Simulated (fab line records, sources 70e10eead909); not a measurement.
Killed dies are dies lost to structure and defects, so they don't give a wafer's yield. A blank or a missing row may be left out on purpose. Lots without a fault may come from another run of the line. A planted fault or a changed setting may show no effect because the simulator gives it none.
Chamber matching | flow nand_harc | NHARC_P_BONDPAD_ACTIVATE_29 on rie_diel-13: 4 sister chambers
The step chemistry N2, time 60 s. 14 wafers are shown with their chamber, then 7 later ones without.

WAFERS WITH THEIR CHAMBER
wafer  | chamber | drypump_motor_current_A (A) | oes_product_au (a.u.) | rf_vpp_V (V)
L076.1 | 3       | 6.8                         | 1.013                 | 64.8
L076.2 | 0       | 5.5                         | 0.997                 | 65.1
L076.5 | 2       | 5.8                         | 1.017                 | 63.5
L082.1 | 1       | 5.8                         | 1.028                 | 63.2
L082.4 | 3       | 6.8                         | 1.012                 | 64.6
L082.6 | 2       | 5.8                         | 1.005                 | 62.9
L083.2 | 0       | 5.5                         | 1.001                 | 64.4
L083.4 | 2       | 5.8                         | 1.001                 | 63.9
L083.6 | 0       | 5.5                         | 1.003                 | 64.5
L088.4 | 1       | 5.8                         | 1.014                 | 64.4
L088.5 | 2       | 5.8                         | 0.999                 | 64.7
L088.6 | 1       | 5.7                         | 1.014                 | 64.9
L089.1 | 0       | 5.5                         | 1.009                 | 64.7
L089.3 | 2       | 5.8                         | 1.002                 | 65.0

SIGNATURES (means of the wafers above)
reading                 | chamber 0 | chamber 1 | chamber 2 | chamber 3 | scatter within a chamber
drypump_motor_current_A | 5.500     | 5.767     | 5.800     | 6.800     | 0.0258
oes_product_au          | 1.00250   | 1.01867   | 1.00480   | 1.01250   | 0.00641
rf_vpp_V                | 64.675    | 64.167    | 64.000    | 64.700    | 0.692
Rule: a wafer's distance from a chamber is the root of the sum, over the readings, of the square of ((its reading less the chamber's mean) divided by the reading's scatter). The wafer belongs to the nearest chamber; if the next one is less than 2 further off, it can't be placed. The scatter: the root of (the sum of the squares of (reading less its chamber's mean) over the shown wafers, divided by (wafers less chambers)).

WAFERS WITHOUT THEIR CHAMBER
wafer  | drypump_motor_current_A (A) | oes_product_au (a.u.) | rf_vpp_V (V)
L089.6 | 5.8                         | 0.998                 | 64.1
L090.1 | 5.8                         | 1.011                 | 65.3
L090.3 | 5.8                         | 0.994                 | 63.9
L090.5 | 5.8                         | 1.018                 | 64.3
L093.1 | 6.8                         | 1.018                 | 63.8
L093.2 | 5.8                         | 1.016                 | 62.2
L093.3 | 5.5                         | 1.005                 | 64.0

WHICH CHAMBER EACH WENT THROUGH
wafer  | from the rows above     | in truth
L089.6 | 2                       | 2
L090.1 | can't be placed: 2 or 1 | 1
L090.3 | 2                       | 2
L090.5 | can't be placed: 1 or 2 | 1
L093.1 | 3                       | 3
L093.2 | can't be placed: 2 or 1 | 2
L093.3 | 0                       | 0
Placed correctly: 4 of 7. Can't be placed from these rows: 3 (the true chamber is among the candidates in 3). Placed wrongly: 0.
